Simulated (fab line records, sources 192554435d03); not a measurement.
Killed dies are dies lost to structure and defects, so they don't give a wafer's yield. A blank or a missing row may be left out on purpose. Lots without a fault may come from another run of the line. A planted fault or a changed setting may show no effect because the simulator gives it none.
Split-lot experiment | flow n5_finfet | 7 lots, 21 wafers read, on a route of 1938 steps

THE SPLIT
At N5_BEOL_M5_TRENCH_ETCH_37 (etches SiCOH lowk in C4F6/O2, target depth 71.652 nm, time 24.7 s), the setting bias_w was moved away from the recipe's 185 W on 7 of the 21 wafers read, by -12.4% to +14.9%. The other wafers ran this setting at the recipe's value.

The reading is taken at the split's own step.

THE READING
rf_vpp_V, in V, at N5_BEOL_M5_TRENCH_ETCH_37 (etches SiCOH lowk in C4F6/O2, target depth 71.652 nm, time 24.7 s). Fault-free wafers of this fab line usually give 665 V, standard deviation 14 V.

wafer  | tool, chamber at the split | bias_w as run, W | against the recipe | rf_vpp_V, V | against lot-mates on the recipe
L077.2 | rie_diel-02, 3             | 212.5            | +14.9%             | 751         | +90
L077.3 | rie_diel-02, 0             | 212.5            | +14.9%             | 748         | +87
L077.4 | rie_diel-02, 1             | 185              | recipe             | 661         | -
L078.2 | rie_diel-04, 0             | 185              | recipe             | 672         | -
L078.5 | rie_diel-04, 1             | 167.5            | -9.5%              | 630         | -42
L078.6 | rie_diel-04, 0             | 167.5            | -9.5%              | 620         | -52
L082.1 | rie_diel-02, 1             | 185              | recipe             | 661         | -
L082.2 | rie_diel-02, 2             | 185              | recipe             | 679         | -
L082.5 | rie_diel-02, 3             | 185              | recipe             | 674         | -
L088.1 | rie_diel-02, 3             | 185              | recipe             | 674         | -
L088.3 | rie_diel-02, 0             | 185              | recipe             | 671         | -
L088.4 | rie_diel-02, 2             | 185              | recipe             | 681         | -
L089.2 | rie_diel-03, 1             | 202.5            | +9.5%              | 684         | +22
L089.3 | rie_diel-03, 0             | 185              | recipe             | 662         | -
L089.4 | rie_diel-03, 2             | 202.5            | +9.5%              | 702         | +40
L094.1 | rie_diel-03, 0             | 185              | recipe             | 662         | -
L094.2 | rie_diel-03, 2             | 185              | recipe             | 654         | -
L094.3 | rie_diel-03, 1             | 185              | recipe             | 637         | -
L096.1 | rie_diel-02, 0             | 162              | -12.4%             | 605         | -70
L096.2 | rie_diel-02, 2             | 185              | recipe             | 680         | -
L096.3 | rie_diel-02, 3             | 185              | recipe             | 671         | -

THE FIT
A straight line over all 21 wafers: rf_vpp_V changes by +4.73 V for each +1% of bias_w; r = +0.93; the points scatter about the line by 13 V.
The same after taking each lot's own level away (the mean of its wafers on the recipe; 21 wafers): +5.24 V for each +1%; r = +0.97; scatter 9.6 V.
On that fit, the largest move of bias_w shifts the reading by 78 V.
The lots' own levels span 651.0 to 675.5 V, that is 1.8 times the standard deviation above.
So the lot-to-lot level changes the slope little: the two slopes agree.
Check: with one of the wafers moved furthest among these (+14.9%) left out of the fit, the line predicts +72.6 V for it against its lot-mates. It came out at +90 V against them.
Tool readings at the split's step, against how far the setting was moved: rf_vpp_V r = +0.93.

OTHER SPLITS ON THESE WAFERS
These wafers also went through other splits before the reading. Each is held against what the fit with the lots' levels taken away leaves over:
other split on the same wafers | wafers away from the commonest value | r with rf_vpp_V (lot level and that fit taken away)
N5_BEOL_M4_COAT_22 spin_rpm    | 6                                    | +0.17
N5_BEOL_M5_EXPOSE_08 dose_mj   | 6                                    | -0.25
N5_BEOL_M5_VIA_ETCH_34 bias_w  | 9                                    | -0.26

THE FILE'S OWN FIT
rf_vpp_V changes by +5.31 V for each +1% of bias_w, r = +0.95.
